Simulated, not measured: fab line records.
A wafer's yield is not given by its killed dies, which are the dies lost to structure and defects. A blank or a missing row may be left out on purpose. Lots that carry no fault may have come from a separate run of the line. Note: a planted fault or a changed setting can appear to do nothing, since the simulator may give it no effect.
Chamber matching ; flow n5-finfet ; N5_BEOL_M14_ETCH_59 on rie-diel-01 has 4 sister chambers
The step etches BARC in N2/H2, target depth 89 nm, overetch 26.7 nm, time 67.9 s. 8 wafers are shown with their chamber, then 7 later ones without.

## WAFERS WITH THEIR CHAMBER
wafer;chamber;drypump-motor-current-A (A);showerhead-plenum-p-Torr (Torr)
L086.1;3;5.7;2.70
L086.2;1;6.1;2.57
L086.6;0;5.1;2.65
L088.1;2;5.6;2.57
L088.3;0;5.1;2.64
L088.5;1;6.1;2.57
L090.1;2;5.5;2.57
L090.2;3;5.7;2.69

## WAFERS MISSING THEIR CHAMBER
wafer;drypump-motor-current-A (A);showerhead-plenum-p-Torr (Torr)
L090.5;6.1;2.57
L094.1;5.7;2.69
L094.4;6.1;2.56
L094.5;5.5;2.56
L096.2;6.1;2.56
L096.5;5.5;2.56
L096.6;5.7;2.69

## WHICH CHAMBER EACH ONE RAN IN
wafer;from the rows above;in truth
L090.5;1;1
L094.1;3;3
L094.4;1;1
L094.5;2;2
L096.2;1;1
L096.5;2;2
L096.6;3;3
Correct placement for 7 of the 7. Can't be placed from these rows: 0. 0 placed wrongly.
How it was worked out, from the rows above alone: a wafer's distance from a chamber is the root of the sum, over the readings, of the square of ((its reading less the chamber's mean) divided by the reading's scatter). If the next closest chamber is less than 2 further off than the closest, the wafer can't be placed; otherwise it belongs to the closest. Each chamber's mean is taken over the wafers shown for it. The scatter: the root of (the sum of the squares of (reading less its chamber's mean) over the shown wafers, divided by (wafers less chambers)).
